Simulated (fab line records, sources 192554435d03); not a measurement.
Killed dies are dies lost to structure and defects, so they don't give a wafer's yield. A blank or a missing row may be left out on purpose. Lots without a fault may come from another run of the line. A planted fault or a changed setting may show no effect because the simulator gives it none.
One fault seen from 3 desks | flow n5_finfet | each desk has only its own numbers; what lay behind them comes last

THE DEFECT DESK
What the inspections along the route counted, lot by lot: means of the sampled wafers that have a number. A lot is out of limits, marked OUT, if its mean lies more than 4 standard deviations from the usual mean; the brackets give that distance.
Columns: A = raw_defect_count at N5_BEOL_M2_INSPECT_59, usual 70
lot  | first seen here | A
L615 | day 7 17:54     | 62
L616 | day 7 21:22     | 44
L619 | day 8 13:52     | 79
L620 | day 8 15:32     | 65
L626 | day 9 21:05     | 53
L624 | day 10 01:14    | 80
L625 | day 10 12:05    | 62
L630 | day 10 22:08    | 102
L631 | day 11 03:26    | 74
L635 | day 12 14:45    | 83
L638 | day 13 20:51    | 71
This desk's finding: nothing out of limits on any of the 11 lots.

THE METROLOGY DESK
What the gauges read, lot by lot, whatever tool the lot ran on: means of the sampled wafers that have a number. A lot is out of limits, marked OUT, if its mean lies more than 4 standard deviations from the usual mean; the brackets give that distance. Of its 12 readings 7 are shown: those that lie furthest out on some lot.
Columns: A = M2_THK at N5_BEOL_M2_THK_MEAS_53, usual 39.8 nm; B = DIBL_P at N5_BEOL_M4_RC_MEAS_101, usual 35.8 mV/V; C = IOFF_P at N5_BEOL_M4_RC_MEAS_101, usual 0.21 nA/um; D = ION_P at N5_BEOL_M4_RC_MEAS_101, usual 465 uA/um; E = SS_P at N5_BEOL_M4_RC_MEAS_101, usual 73.2 mV/dec; F = VT_N at N5_BEOL_M4_RC_MEAS_101, usual 249 mV; G = VT_P at N5_BEOL_M4_RC_MEAS_101, usual -250 mV
lot  | first seen here | A    | B    | C    | D   | E    | F   | G
L615 | day 7 17:23     | 40.5 | 36.3 | 0.22 | 465 | 73.8 | 246 | -249
L616 | day 7 21:01     | 39.7 | 36.0 | 0.22 | 458 | 73.3 | 252 | -251
L619 | day 8 13:32     | 39.6 | 35.0 | 0.23 | 467 | 73.2 | 246 | -247
L620 | day 8 15:10     | 42.8 | 36.9 | 0.25 | 466 | 74.3 | 247 | -248
L626 | day 9 20:43     | 38.5 | 36.3 | 0.21 | 472 | 72.6 | 247 | -249
L624 | day 10 00:55    | 38.1 | 32.4 | 0.14 | 451 | 72.6 | 256 | -258
L625 | day 10 11:46    | 38.9 | 34.9 | 0.19 | 458 | 72.5 | 248 | -251
L630 | day 10 21:51    | 38.4 | 36.2 | 0.18 | 459 | 72.6 | 251 | -253
L631 | day 11 03:08    | 40.3 | 34.7 | 0.20 | 462 | 72.8 | 253 | -250
L635 | day 12 14:28    | 38.7 | 36.0 | 0.23 | 467 | 73.1 | 249 | -248
L638 | day 13 20:34    | 40.6 | 37.9 | 0.24 | 473 | 73.6 | 248 | -249
This desk's finding: nothing out of limits on any of the 11 lots.

THE TOOL OWNER'S DESK: litho_track-01
The tool's own readings at N5_BEOL_M3_COAT_62 (time 60 s, resist thk 12 nm): means of the sampled wafers that have a number, for each lot that ran on this tool. A lot is out of limits, marked OUT, if its mean lies more than 4 standard deviations from the usual mean; the brackets give that distance.
Columns: A = spin_speed_rpm at N5_BEOL_M3_COAT_62, usual 1500.1 rpm
lot  | first seen here | A
L615 | day 7 19:07     | 1500.6
L616 | day 7 22:24     | 1499.9
L619 | day 8 14:47     | 1498.8
L624 | day 10 02:05    | 1314.2 (-99 or more) OUT
L625 | day 10 15:23    | 1315.4 (-99 or more) OUT
L638 | day 13 22:40    | 1500.3
This desk's finding: out of limits on L624, L625; first on L624, day 10 02:05 (spin_speed_rpm at N5_BEOL_M3_COAT_62). In limits: L615, L616, L619, L638.

PUT TOGETHER
The tool owner's desk could have raised an alarm at day 10 02:05, on L624, L625.
The defect desk saw nothing out of limits.
The metrology desk saw nothing out of limits.
The defect desk has L624, L625 on record, within its limits.
The metrology desk has L624, L625 on record, within its limits.
Of the lots named, all ran N5_BEOL_M3_COAT_62 on litho_track-01.

WHAT THE SIMULATOR HAD PUT IN
Process parameter drift: litho_track-01, from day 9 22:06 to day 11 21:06, at N5_BEOL_M3_COAT_62. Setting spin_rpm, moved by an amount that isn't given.
Lots struck among those shown: L624, L625.
Hours from the fault's start to each desk's first reading out of limits: the tool owner's desk, 4.
